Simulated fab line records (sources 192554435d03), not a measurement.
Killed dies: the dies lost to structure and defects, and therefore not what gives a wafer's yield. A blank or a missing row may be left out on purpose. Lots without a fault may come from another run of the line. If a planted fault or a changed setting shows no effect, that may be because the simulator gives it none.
Which of the tools did it? -- flow n5 finfet -- 9 lots, 27 wafers sampled, at 5 steps of a route of 1938

## WHAT THE GAUGES SHOWED, per wafer
N5_BEOL_M4_RC_MEAS_101. Usual: DIBL_N 36.0 mV/V, standard deviation 1.7; DIBL_P 35.8 mV/V, standard deviation 2; IOFF_N 0.15 nA/um, standard deviation 0.03; IOFF_P 0.20 nA/um, standard deviation 0.037; ION_N 670 uA/um, standard deviation 12; ION_P 460 uA/um, standard deviation 7.2; SS_N 71.5 mV/dec, standard deviation 0.68; SS_P 73.2 mV/dec, standard deviation 0.65; VT_N 250 mV, standard deviation 3.1; VT_P -251 mV, standard deviation 3.4.
lot,measured,on,DIBL_N (mV/V),DIBL_P (mV/V),IOFF_N (nA/um),IOFF_P (nA/um),ION_N (uA/um),ION_P (uA/um),SS_N (mV/dec),SS_P (mV/dec),VT_N (mV),VT_P (mV),flag
L691,day 8 12:48,prober-01,34.3 35.8 36.6,33.3 34.4 34.3,0.12 0.15 0.15,0.16 0.17 0.16,668 677 646,456 457 440,71.9 72.1 72.3,72.0 72.7 72.8,251 247 252,-252 -253 -253,
L697,day 10 03:45,prober-01,37.9 40.0 37.4,38.1 41.5 36.8,0.17 0.24 0.17,0.24 0.30 0.21,667 692 683,464 474 464,72.4 72.6 72.0,73.3 74.2 73.6,249 244 252,-248 -246 -249,
L698,day 10 15:08,prober-02,36.1 35.6 36.8,34.9 35.0 34.8,0.18 0.16 0.18,0.23 0.23 0.23,668 692 671,458 471 457,71.5 71.1 72.3,73.4 73.6 73.4,247 248 250,-249 -247 -247,
L699,day 10 21:30,prober-01,37.8 36.0 34.6,38.2 35.1 33.4,0.19 0.15 0.13,0.27 0.21 0.18,687 656 677,477 455 461,71.5 71.8 71.2,73.5 72.4 73.0,248 249 251,-244 -249 -249,
L706,day 12 18:06,prober-02,34.7 36.5 36.4,33.5 35.0 35.7,0.13 0.15 0.15,0.19 0.22 0.22,671 647 658,460 448 456,71.4 72.0 71.8,72.2 72.6 72.8,252 251 251,-249 -247 -247,
L708,day 13 02:10,prober-01,35.0 36.0 36.9,35.2 35.9 37.6,0.14 0.16 0.17,0.21 0.21 0.24,677 683 690,466 461 470,70.9 71.0 71.8,73.5 73.1 73.5,249 250 250,-249 -250 -246,
L709,day 13 11:05,prober-02,34.7 37.6 34.3,33.9 37.7 33.2,0.13 0.17 0.12,0.18 0.24 0.17,664 684 653,454 467 452,70.7 71.3 70.4,73.4 73.3 72.3,252 249 250,-249 -249 -254,
L711,day 13 17:25,prober-02,34.7 35.7 37.3,33.1 35.3 35.7,0.14 0.15 0.17,0.17 0.20 0.21,671 684 665,462 465 457,71.1 70.8 71.3,72.5 73.3 72.6,248 247 248,-253 -252 -250,
L712,day 14 05:07,prober-02,36.1 32.9 36.1,37.4 33.9 37.3,0.16 0.12 0.16,0.21 0.17 0.20,685 672 681,467 457 460,71.8 70.4 71.1,73.0 72.3 73.9,251 252 249,-252 -252 -253,

## EACH LOT AND THE TOOL THAT RAN IT (in order: tool; ch and the chambers of the sampled wafers; start)
lot,N5_DUMMY_GATE_TRIM_49,N5_DUMMY_GATE_STRIP_40,N5_DUMMY_GATE_STRIP_41,N5_DUMMY_GATE_ETCH_42
L691,"rie si-05 ch 1,2, day 3 13:54","rie diel-01 ch 2,3, day 3 14:00","rie diel-05 ch 0,1,3, day 3 14:21","rie diel-01 ch 2,3, day 3 14:48"
L697,"rie si-01 ch 0,1,2, day 5 00:01","rie diel-05 ch 0,1,3, day 5 00:16","rie diel-06 ch 1,2, day 5 00:24","rie diel-01 ch 2,3, day 5 00:53"
L698,"rie si-01 ch 0,2, day 5 12:26","rie diel-06 ch 0,2,3, day 5 12:40","rie diel-05 ch 0,2, day 5 12:49","rie diel-01 ch 0,2, day 5 13:16"
L699,"rie si-01 ch 1,2,3, day 5 16:21","rie diel-01 ch 1,2,3, day 5 16:26","rie diel-01 ch 0,1,2, day 5 16:35","rie diel-06 ch 1,2,3, day 5 17:14"
L706,"rie si-01 ch 0,2, day 7 05:50","rie diel-06 ch 0,3, day 7 05:56","rie diel-01 ch 1,3, day 7 06:04","rie diel-05 ch 1,2, day 7 06:31"
L708,"rie si-03 ch 0,1,2, day 7 19:28","rie diel-06 ch 1,2, day 7 19:33","rie diel-06 ch 0,3, day 7 19:42","rie diel-01 ch 0,1,3, day 7 20:09"
L709,"rie si-05 ch 0,1,3, day 8 00:11","rie diel-05 ch 1,3, day 8 00:17","rie diel-05 ch 0,2,3, day 8 00:26","rie diel-06 ch 1,2,3, day 8 00:55"
L711,"rie si-01 ch 0,1,3, day 8 10:46","rie diel-06 ch 0,2,3, day 8 10:52","rie diel-01 ch 1,2,3, day 8 11:05","rie diel-01 ch 0,1, day 8 11:32"
L712,"rie si-01 ch 1,3, day 8 16:40","rie diel-01 ch 1,3, day 8 16:46","rie diel-06 ch 0,3, day 8 16:55","rie diel-01 ch 0,1,3, day 8 17:22"
- N5_DUMMY_GATE_TRIM_49: chemistry O2, time 29 s, target cd 14 nm.
- N5_DUMMY_GATE_STRIP_40: strips in CF4.
- N5_DUMMY_GATE_STRIP_41: strips in O2.
- N5_DUMMY_GATE_ETCH_42: etches SiO2 in CHF3/O2, target depth 3.5 nm, time 31 s.

## AS READ BY THE TOOLS THEMSELVES (means over the sampled wafers that have a number; for cases with no such wafer, the mark the record gives instead)
N5_DUMMY_GATE_TRIM_49. Usual: drypump motor current A 5.6 A, standard deviation 0.37; oes product au 1.002 a.u., standard deviation 0.017; throttle valve pct 8.15 %, standard deviation 0.14.
lot,tool,drypump motor current A (A),oes product au (a.u.),throttle valve pct (%),flag
L691,rie si-05,5.3,0.980,8.10,
L697,rie si-01,5.5,1.013,8.26,
L698,rie si-01,5.4,0.995,8.14,
L699,rie si-01,5.2,1.009,8.19,
L706,rie si-01,5.6,0.994,8.20,
L708,rie si-03,5.9,1.001,8.09,
L709,rie si-05,5.6,0.995,8.11,
L711,rie si-01,5.4,1.008,8.24,
L712,rie si-01,5.1,1.015,8.20,

N5_DUMMY_GATE_STRIP_40. Usual: drypump motor current A 5.9 A, standard deviation 0.38; oes product au 0.74 a.u., standard deviation 0.052; rf vpp V 270.6 V, standard deviation 1.6; showerhead plenum p Torr 1.77 Torr, standard deviation 0.056; throttle valve pct 13.70 %, standard deviation 0.21.
lot,tool,drypump motor current A (A),oes product au (a.u.),rf vpp V (V),showerhead plenum p Torr (Torr),throttle valve pct (%),flag
L691,rie diel-01,5.5,0.72,271.4,1.82,13.72,
L697,rie diel-05,6.2,0.72,271.3,1.79,13.80,
L698,rie diel-06,5.9,0.77,270.5,1.75,13.75,
L699,rie diel-01,5.6,0.71,272.1,1.79,13.78,
L706,rie diel-06,6.0,0.74,271.5,1.79,13.84,
L708,rie diel-06,5.5,0.76,269.1,1.70,13.68,
L709,rie diel-05,6.1,0.71,271.1,1.83,13.72,
L711,rie diel-06,5.8,0.75,269.2,1.75,13.79,
L712,rie diel-01,5.9,0.71,271.4,1.80,13.84,

N5_DUMMY_GATE_STRIP_41. Usual: drypump motor current A 5.9 A, standard deviation 0.38; oes product au 0.74 a.u., standard deviation 0.044; rf vpp V 3.7 V, standard deviation 0.5; showerhead plenum p Torr 2.06 Torr, standard deviation 0.073; throttle valve pct 16.78 %, standard deviation 0.23.
lot,tool,drypump motor current A (A),oes product au (a.u.),rf vpp V (V),showerhead plenum p Torr (Torr),throttle valve pct (%),flag
L691,rie diel-05,6.2,0.73,3.3,2.09,16.81,
L697,rie diel-06,5.5,0.78,3.4,1.98,16.67,
L698,rie diel-05,6.3,0.71,3.3,1.99,16.70,
L699,rie diel-01,5.8,0.71,3.6,2.05,16.86,
L706,rie diel-01,5.8,0.72,3.9,2.15,16.90,
L708,rie diel-06,5.9,0.74,3.7,2.08,16.82,
L709,rie diel-05,6.3,0.69,3.7,2.04,16.88,
L711,rie diel-01,5.6,0.78,3.5,2.10,16.79,
L712,rie diel-06,5.8,0.74,3.6,2.08,16.82,

N5_DUMMY_GATE_ETCH_42. Usual: CHF3_flow_sccm 50.01 sccm, standard deviation 0.14; O2_flow_sccm 4.999 sccm, standard deviation 0.016; drypump motor current A 5.9 A, standard deviation 0.38; oes_ar_750_au 0.74 a.u., standard deviation 0.042; oes product au 0.73 a.u., standard deviation 0.041; rf vpp V 42.7 V, standard deviation 1.1; showerhead plenum p Torr 2.38 Torr, standard deviation 0.086; throttle valve pct 18.90 %, standard deviation 0.23.
lot,tool,CHF3_flow_sccm (sccm),O2_flow_sccm (sccm),drypump motor current A (A),oes_ar_750_au (a.u.),oes product au (a.u.),rf vpp V (V),showerhead plenum p Torr (Torr),throttle valve pct (%),flag
L691,rie diel-01,49.99,5.017,5.5,0.74,0.73,43.1,2.47,19.01,
L697,rie diel-01,-,-,-,-,-,-,-,-,OFF
L698,rie diel-01,-,-,-,-,-,-,-,-,OFF
L699,rie diel-06,-,-,-,-,-,-,-,-,OFF
L706,rie diel-05,50.14,4.989,6.1,0.74,0.74,42.6,2.36,18.60,
L708,rie diel-01,49.94,4.983,6.0,0.72,0.71,42.1,2.40,19.02,
L709,rie diel-06,49.98,4.995,5.7,0.75,0.75,41.9,2.33,18.90,
L711,rie diel-01,50.05,4.998,6.1,0.71,0.71,42.6,2.35,19.00,
L712,rie diel-01,50.10,5.001,6.0,0.72,0.71,42.3,2.40,19.02,

## THE ANSWER, worked out from the rows above alone
Rule: a lot counts as off when the mean over its wafers that have a number is more than 3 standard deviations away from the usual mean. A lot without any number at a reading at which 4 lots or more have one is off too. All remaining lots with rows at the step are treated as sound. After the gauges, taken in route order, come the tools' own readings; for these a lot's mean is taken, as printed above. The first step at which some lot is off is used, and at that step the reading that is off furthest; a lot without a number counts as furthest.
Off: L697, L698, L699, at N5_DUMMY_GATE_ETCH_42 (CHF3_flow_sccm). Without a number there: L697, L698, L699.
A tool fits if, at that step or a process step before it, it ran every lot that is off, and no sound lot after the first of them. Not one of the candidates tried fits.

## WHAT THE SIMULATOR HAD PUT IN
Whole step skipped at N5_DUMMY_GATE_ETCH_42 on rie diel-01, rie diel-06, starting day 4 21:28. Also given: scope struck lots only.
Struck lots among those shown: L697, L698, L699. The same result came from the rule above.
